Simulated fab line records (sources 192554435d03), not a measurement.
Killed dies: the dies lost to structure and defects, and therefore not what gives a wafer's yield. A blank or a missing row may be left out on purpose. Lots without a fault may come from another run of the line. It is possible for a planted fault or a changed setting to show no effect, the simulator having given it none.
Struck lot and sound lot, side by side :: flow n5 finfet :: 14 out of 1938 route steps
Sound: these wafers, L104.2, L104.4, L104.6. Wafers struck: L997.1, L997.4, L997.6. The cause is given at the end.
Per side, at each step with rows, come the tool, then ch with its chambers, and then its first start. Under that, the readings that differ: sound wafers :: struck wafers :: difference of the means :: sigmas: that difference in standard deviations of wafers without a fault.
alike: readings with means less than 2 such deviations apart, plus words and numbers identical on both sides. not compared: withheld readings, readings lacking a value on some wafer, bounds such as >300 that could conceal the same value, and numbers that have no deviation in the record and whose values overlap.
Wherever a step has rows on one side only, a row that says differs or no value, or a row with sigmas, the two part there. Numbers that don't overlap but have no deviation are shown without sigmas and don't part them. Lack of a reading on every wafer of one side parts them only where that side has two or more wafers.

N5_BEOL_M7_STRIP_67: strips in CF4.
  sound on rie diel-02 ch 0,1,3, day 14 05:45; struck on rie diel-03 ch 0,1, day 12 00:11
  alike: drypump motor current A, oes product au, rf vpp V, showerhead plenum p Torr, throttle valve pct
  not compared: rf hours counter h
N5_BEOL_M7_HM_OPEN_17: chemistry Cl2/BCl3, target TiN, target depth 20 nm, overetch 6 nm.
  sound on rie metal-01 ch 0, day 14 05:47; struck on rie metal-01 ch 0, day 12 00:13
  alike: bcl3 flow sccm, drypump motor current A, oes product au, rf fwd power W, throttle valve pct
  not compared: rf hours counter h
N5_BEOL_M7_STRIP_19: strips in O2.
  sound on rie diel-06 ch 1,2, day 14 05:54; struck on rie diel-02 ch 0,1,2, day 12 00:20
  alike: drypump motor current A, oes product au, rf vpp V, showerhead plenum p Torr, throttle valve pct
  not compared: rf hours counter h
N5_BEOL_M7_CD_MEAS_18: pitch 80 nm, target cd 40 nm.
  sound on cd sem-02, day 14 05:58; struck on cd sem-01, day 12 00:25
  alike: cd nm
then, 8 steps without rows for these wafers: N5_BEOL_M7_COAT_63 (time 60 s, resist thk 60 nm); N5_BEOL_M7_COAT_64 (time 60 s, resist thk 12 nm); N5_BEOL_M7_COAT_71 (time 60 s, resist thk 5 nm); N5_BEOL_M7_COAT_22 (resist thk 30 nm); N5_BEOL_M7_EBR_24; N5_BEOL_M7_SOFTBAKE_23 (time 60 s); N5_BEOL_M7_EXPOSE_25 (exposes mask V6, target cd 40 nm); N5_BEOL_M7_PEB_26 (peb time 60 s).
N5_BEOL_M7_DEVELOP_27: develop time 30 s.
  sound on litho track-02 ch 0, day 14 07:28; struck on litho track-03, day 12 01:54
  no value came back on the struck wafers for chill plate temp C (C), develop time s (s); on the sound wafers chill plate temp C (C) reads 22.76 22.87 22.91
reading: model.CAR-EUV_of_BEOL_M7_COAT_22.thk nm (nm)
sound: 29.4 29.4 29.4
struck: 30 30 30
difference: +1
sigmas: 
N5_BEOL_M7_CD_MEAS_28: target cd 40 nm.
  sound on cd sem-02 ch 0, day 14 07:31; struck on cd sem-01 ch 0, day 12 01:57
reading: cd nm (nm)
sound: 39.71 39.73 40.11
struck: - - -
difference: no value on the struck wafers
sigmas: 

## WHERE THEY PART
Earliest at N5_BEOL_M7_DEVELOP_27; latest, in this record, at N5_BEOL_M7_CD_MEAS_28.

WHY: the cause the simulator had injected
Skipped step whole: litho track-03, from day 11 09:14 on, at N5_BEOL_M7_DEVELOP_27. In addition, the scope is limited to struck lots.
